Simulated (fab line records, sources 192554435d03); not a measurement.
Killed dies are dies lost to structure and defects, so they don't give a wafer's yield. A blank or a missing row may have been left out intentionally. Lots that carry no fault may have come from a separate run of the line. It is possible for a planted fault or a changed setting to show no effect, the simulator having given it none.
Split-lot study	flow n5-finfet	on a route of 1938 steps: 7 lots, 37 wafers read

THE SPLIT ITSELF
At N5_BEOL_M5_TRENCH_ETCH_37 (etches SiCOH lowk in C4F6/O2, target depth 71.652 nm, time 24.7 s), the setting time-s was moved away from the recipe's 24.7 s on 12 of the 37 wafers read, by -55.2% to +53.2%. This setting was run at the recipe's value on the other wafers.

FROM THE SPLIT TO THE READING: what the file shows between them, 8 steps
- N5_BEOL_M5_ETCH_41: etches SiCN in CH3F/O2, target depth 31.5 nm, time 56.7 s
- N5_BEOL_M5_STRIP_91: strips in N2/H2, time 10 s
- N5_BEOL_M5_OCD_MEAS_38
- N5_BEOL_M5_HM_STRIP_39: strips TiN in peroxide tin strip, target depth 25 nm, time 158 s
- N5_BEOL_M5_SRD_40: time 30 s
- N5_BEOL_M5_ECD_50: material Cu, target thk 300 nm
- N5_BEOL_M5_ANNEAL_51: time 90 s
- N5_BEOL_M5_CMP_52: polishes, stops on SiCOH lowk, t overpolish 6.9 s, target thk 62 nm

THE READING
M5_THK, in nm, at N5_BEOL_M5_THK_MEAS_53 (measures by xrf). Typical for fault-free wafers on this fab line: 60.6 nm, with standard deviation 2.1 nm.

wafer	tool, chamber at the split	time-s as run, s	against the recipe	M5_THK, nm	against lot-mates on the recipe
L076.1	rie-diel-03, 2	11.06	-55.2%	23.2	-37.5
L076.2	rie-diel-03, 1	24.7	recipe	58.9	-
L076.3	rie-diel-03, 0	11.06	-55.2%	26.1	-34.6
L076.4	rie-diel-03, 3	24.7	recipe	59.1	-
L076.5	rie-diel-03, 3	11.06	-55.2%	21.1	-39.6
L076.6	rie-diel-03, 0	24.7	recipe	64.0	-
L077.2	rie-diel-02, 1	24.7	recipe	61.7	-
L077.3	rie-diel-02, 3	24.7	recipe	60.4	-
L077.4	rie-diel-02, 2	24.7	recipe	58.4	-
L077.5	rie-diel-02, 2	24.7	recipe	58.5	-
L080.1	rie-diel-01, 1	18.54	-24.9%	42.2	-17.8
L080.2	rie-diel-01, 3	24.7	recipe	60.9	-
L080.3	rie-diel-01, 2	24.7	recipe	59.4	-
L080.4	rie-diel-01, 0	18.54	-24.9%	43.1	-16.9
L080.5	rie-diel-01, 3	18.54	-24.9%	42.4	-17.6
L080.6	rie-diel-01, 0	24.7	recipe	59.6	-
L084.1	rie-diel-02, 0	37.83	+53.2%	99.1	+40.6
L084.2	rie-diel-02, 3	37.83	+53.2%	99.6	+41.1
L084.3	rie-diel-02, 1	37.83	+53.2%	95.7	+37.2
L084.4	rie-diel-02, 2	24.7	recipe	58.0	-
L084.5	rie-diel-02, 1	24.7	recipe	59.5	-
L084.6	rie-diel-02, 2	24.7	recipe	57.9	-
L086.1	rie-diel-01, 2	24.7	recipe	59.8	-
L086.2	rie-diel-01, 3	24.7	recipe	63.0	-
L086.3	rie-diel-01, 1	24.7	recipe	61.0	-
L093.1	rie-diel-02, 3	30.76	+24.5%	79.6	+18.9
L093.2	rie-diel-02, 2	30.76	+24.5%	74.9	+14.2
L093.3	rie-diel-02, 1	30.76	+24.5%	74.7	+14.0
L093.4	rie-diel-02, 0	24.7	recipe	60.8	-
L093.5	rie-diel-02, 1	24.7	recipe	58.6	-
L093.6	rie-diel-02, 0	24.7	recipe	62.6	-
L095.1	rie-diel-03, 0	24.7	recipe	60.7	-
L095.2	rie-diel-03, 3	24.7	recipe	59.3	-
L095.3	rie-diel-03, 1	24.7	recipe	64.2	-
L095.4	rie-diel-03, 3	24.7	recipe	61.4	-
L095.5	rie-diel-03, 0	24.7	recipe	60.8	-
L095.6	rie-diel-03, 1	24.7	recipe	63.6	-

FIT RESULTS
A straight line over all 37 wafers: M5_THK changes by +0.688 nm for each +1% of time-s; r = +0.99; the points scatter about the line by 1.9 nm.
The same after taking each lot's own level away (the mean of its wafers on the recipe; 37 wafers): +0.702 nm for each +1%; r = +0.99; scatter 1.9 nm.
That fit puts the effect of the largest move of time-s on the reading at 39 nm.
The lots' own levels span 58.47 to 61.67 nm, that is 1.5 times the standard deviation above.
The two slopes are in agreement: the lot-to-lot level therefore moves the slope only a little.
Check: with one of the wafers moved furthest among these (-55.2%) left out of the fit, the line predicts -38.8 nm for it against its lot-mates. It came out at -37.5 nm against them.

FURTHER SPLITS ON THESE WAFERS
These wafers also went through other splits before the reading. Each is held against what the fit with the lots' levels taken away leaves over:
other split on the same wafers	wafers away from the commonest value	r with M5_THK (lot level and that fit taken away)
N5_BEOL_M4_ILD_DEP_00 time-s	14	+0.09

THE WHOLE CHAIN: every reading that the file lists as answering this split, in the file's order
step	what it does	reading	change (the file's fit)	r (the file's)
N5_BEOL_M5_TRENCH_ETCH_37	etches SiCOH lowk in C4F6/O2, target depth 71.652 nm, time 24.7 s	etch.depth-nm (the simulator's own value, which no gauge read)	+0.71 nm for each +1% of the setting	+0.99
N5_BEOL_M5_TRENCH_ETCH_37	etches SiCOH lowk in C4F6/O2, target depth 71.652 nm, time 24.7 s	BEOL_M5.feature-depth-nm (the simulator's own value, which no gauge read)	+0.711 nm for each +1% of the setting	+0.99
N5_BEOL_M5_TRENCH_ETCH_37	etches SiCOH lowk in C4F6/O2, target depth 71.652 nm, time 24.7 s	TiN_of_BEOL_M5_HM_DEP_02.thk-nm (the simulator's own value, which no gauge read)	-0.0199 nm for each +1% of the setting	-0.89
N5_BEOL_M5_OCD_MEAS_38		trench-depth-nm	+0.71 nm for each +1% of the setting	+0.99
N5_BEOL_M5_CMP_52	polishes, stops on SiCOH lowk, t overpolish 6.9 s, target thk 62 nm	Cu_of_BEOL_M5_ECD_50.thk-nm (the simulator's own value, which no gauge read)	+0.703 nm for each +1% of the setting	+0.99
N5_BEOL_M5_THK_MEAS_53	measures by xrf	M5_THK	+0.702 for each +1% of the setting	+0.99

THE FILE'S OWN FIT
M5_THK changes by +0.702 nm for each +1% of time-s, r = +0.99.
